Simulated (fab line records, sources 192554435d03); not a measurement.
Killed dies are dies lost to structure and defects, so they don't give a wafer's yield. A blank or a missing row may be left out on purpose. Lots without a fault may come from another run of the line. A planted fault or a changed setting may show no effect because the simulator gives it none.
A struck lot beside a sound one | flow n5_finfet | 27 steps out of a route of 1938
Sound: wafers L898.1, L898.4, L898.6. Struck: wafers L913.4, L913.6. (L913.5 of the same lot was not struck and is left out.) The cause comes at the end.
At each step with rows: each side's tool, then ch and its chambers, then its first start. Under that, the readings that differ: sound wafers | struck wafers | difference of the means | sigmas: that difference in standard deviations of wafers without a fault.
alike: readings whose means differ by less than 2 such deviations, and words and numbers that are the same on both sides. not compared: withheld readings, readings that some wafer has no value for, bounds like >300 that may hide the same value, and numbers for which the record gives no deviation and whose values overlap.
The two part at a step that has a row with sigmas, a row that says differs or no value, or rows on one side only. Numbers that don't overlap but have no deviation are shown without sigmas and don't part them. A reading that every wafer of one side lacks parts them only if that side has two wafers or more.

N5_STI_FIN_REVEAL_ALD_14: deposits Si3N4, target thk 3 nm.
  sound on ald_sin-01 ch 2,3, day 2 22:16; struck on ald_sin-01 ch 1, day 6 16:04
  alike: heater_power_w
then, 3 steps without rows for these wafers: N5_STI_FIN_REVEAL_FCVD_FILL_01 (material SiO2 flowable, target thk 312 nm, time 512.2 s); N5_STI_FIN_REVEAL_DENSIFY_02 (time 1800 s); N5_STI_FIN_REVEAL_CMP_04 (polishes, stops on Si3N4, t overpolish 4 s, target thk 131.83 nm).
N5_STI_FIN_REVEAL_THK_MEAS_05:
  sound on film_metro-02, day 3 03:36; struck on film_metro-01, day 6 21:23
  alike: thk_nm
N5_STI_FIN_REVEAL_DENSIFY_30:
  sound on rtp_anneal-02 ch 0, day 3 03:40; struck on rtp_anneal-01 ch 0, day 6 21:31
  alike: lamp_power_pct
  not compared: wafer_temp_C_max
N5_STI_FIN_REVEAL_ETCHBACK_08: etches SiO2 in C4F6/O2, target depth 30.5 nm, time 10.167 s.
  sound on rie_diel-01 ch 0,3, day 3 03:54; struck on rie_diel-04 ch 0,3, day 6 21:40
  alike: drypump_motor_current_A, oes_o_777_au, oes_product_au, rf_vpp_V, showerhead_plenum_p_Torr, throttle_valve_pct
  not compared: rf_hours_counter_h
N5_STI_FIN_REVEAL_STRIP_24: strips in N2/H2, time 90 s.
  sound on rie_diel-01 ch 0,3, day 3 03:56; struck on rie_diel-04 ch 0,3, day 6 21:41
  alike: drypump_motor_current_A, oes_product_au, rf_vpp_V, showerhead_plenum_p_Torr, throttle_valve_pct
  not compared: rf_hours_counter_h
then, 4 steps without rows for these wafers: N5_STI_FIN_REVEAL_PRECLEAN_25 (cleans in SPM, time 90 s); N5_STI_FIN_REVEAL_PRECLEAN_26 (cleans in SC1, time 45 s); N5_STI_FIN_REVEAL_PRECLEAN_29 (cleans in DHF, time 30 s); N5_STI_FIN_REVEAL_SRD_12 (time 30 s).
N5_STI_FIN_REVEAL_RECESS_09: chemistry HF/NH3, target SiO2, afs cycles 11, target depth 42.5 nm, sublimation time 60 s.
  sound on vapor_etch-02 ch 0,1, day 3 04:09; struck on vapor_etch-02 ch 0, day 6 22:26
  alike: drypump_motor_current_A
then, 7 steps without rows for these wafers: N5_STI_FIN_REVEAL_STRIP_16 (strips SiNx in H3PO4, target depth 23.8 nm); N5_STI_FIN_REVEAL_PRECLEAN_17 (cleans in NF3:NH3, afs cycles 1, time 20 s, sublimation time 60 s); N5_STI_FIN_REVEAL_ETCH_34 (etches Si in H2, material Si, target depth 0.97 nm); N5_STI_FIN_REVEAL_OXIDATION_31 (chemistry O2 PLASMA REMOTE, time 20 s); N5_STI_FIN_REVEAL_PRECLEAN_32 (cleans in NF3:NH3, afs cycles 1, time 20 s, sublimation time 60 s); N5_STI_FIN_REVEAL_STRIP_35 (strips Si3N4 in H3PO4, target depth 4 nm, time 39 s); N5_STI_FIN_REVEAL_SRD_21 (time 30 s).
N5_STI_FIN_REVEAL_OXIDATION_33: chemistry O2 PLASMA REMOTE, time 20 s.
  sound on plasma_asher-02 ch 1, day 3 07:11; struck on plasma_asher-02 ch 1, day 7 00:26
  alike: drypump_motor_current_A, heater_power_w
  not compared: rf_hours_counter_h
then, 2 steps without rows for these wafers: N5_STI_FIN_REVEAL_CLEAN_19 (cleans in O3/DIW, time 120 s); N5_STI_FIN_REVEAL_SRD_23 (time 30 s).
N5_STI_FIN_REVEAL_CD_MEAS_22: target cd 6.238 nm, pitch 28 nm.
  sound on cd_sem-02, day 3 07:21; struck on cd_sem-03, day 7 00:35
  alike: cd_nm
N5_STI_FIN_REVEAL_FIN_H_MEAS_10:
  sound on ocd-02, day 3 07:23; struck on ocd-02, day 7 00:37
  reading              | sound          | struck    | difference | sigmas
  trench_depth_nm (nm) | 51.2 50.4 52.1 | 48.4 48.5 | -2.8       | -3
then, 1 step without rows for these wafers: N5_STI_FIN_REVEAL_PRECLEAN_18 (cleans in SC2, time 45 s).
-- the record jumps here: 11 days lie between the struck wafers' starts before and after (it left off in module STI_FIN_REVEAL and takes up again in module PASSIVATION, whose first step shown is number 1936 of the route) --
N5_PASSIVATION_PROBE_49:
  the record has rows for the struck wafers here (prober-02, day 18 12:17) and none for the sound ones

WHERE THEY PART
First at N5_STI_FIN_REVEAL_FIN_H_MEAS_10; last, within this record, at N5_PASSIVATION_PROBE_49.

WHY: what the simulator had put in
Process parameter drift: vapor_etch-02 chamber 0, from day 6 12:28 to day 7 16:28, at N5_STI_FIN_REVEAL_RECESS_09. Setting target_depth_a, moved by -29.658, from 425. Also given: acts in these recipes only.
